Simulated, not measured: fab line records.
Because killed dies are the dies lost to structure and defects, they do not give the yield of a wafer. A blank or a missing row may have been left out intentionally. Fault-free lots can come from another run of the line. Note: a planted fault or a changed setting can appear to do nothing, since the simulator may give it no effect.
Matching of chambers || flow n5-finfet || N5_BEOL_M0_SAQP_SPACER1_ETCHBACK_99 on rie-diel-02 has 4 sister chambers
The step etches SiO2 in CHF3/O2, target depth 15.4 nm, time 7.7 s. 4 wafers are shown with their chamber, then 8 later ones without.

== EACH WAFER AND ITS CHAMBER ==
{"wafer": "L087.1", "chamber": 2, "rf-vpp-V (V)": 508}
{"wafer": "L087.2", "chamber": 1, "rf-vpp-V (V)": 531}
{"wafer": "L087.6", "chamber": 3, "rf-vpp-V (V)": 538}
{"wafer": "L088.2", "chamber": 0, "rf-vpp-V (V)": 528}

== WAFERS WITHOUT THEIR CHAMBER ==
{"wafer": "L088.5", "rf-vpp-V (V)": 538}
{"wafer": "L088.6", "rf-vpp-V (V)": 526}
{"wafer": "L091.3", "rf-vpp-V (V)": 536}
{"wafer": "L091.4", "rf-vpp-V (V)": 530}
{"wafer": "L091.6", "rf-vpp-V (V)": 538}
{"wafer": "L097.1", "rf-vpp-V (V)": 536}
{"wafer": "L097.5", "rf-vpp-V (V)": 529}
{"wafer": "L097.6", "rf-vpp-V (V)": 527}

== CHAMBER TAKEN BY EACH ==
{"wafer": "L088.5", "from the rows above": 3, "in truth": 3}
{"wafer": "L088.6", "from the rows above": 0, "in truth": 0}
{"wafer": "L091.3", "from the rows above": 3, "in truth": 3}
{"wafer": "L091.4", "from the rows above": "can't be placed: 1 or 0", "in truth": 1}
{"wafer": "L091.6", "from the rows above": 3, "in truth": 3}
{"wafer": "L097.1", "from the rows above": 3, "in truth": 3}
{"wafer": "L097.5", "from the rows above": "can't be placed: 0 or 1", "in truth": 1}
{"wafer": "L097.6", "from the rows above": 0, "in truth": 0}
Correct placement for 6 of the 8. These rows do not allow placing 2 (true chamber among the candidates in 2). 0 placed wrongly.
How it was worked out, from the rows above alone: a wafer's distance from a chamber is the root of the sum, over the readings, of the square of ((its reading less the chamber's mean) divided by the reading's scatter). The wafer belongs to the nearest chamber; if the next one is less than 2 further off, it can't be placed. A chamber's mean is the mean of its shown wafers. The scatter (one wafer shown for each chamber): square how far every hidden wafer sits from the nearest shown wafer, average those squares and take the square root.
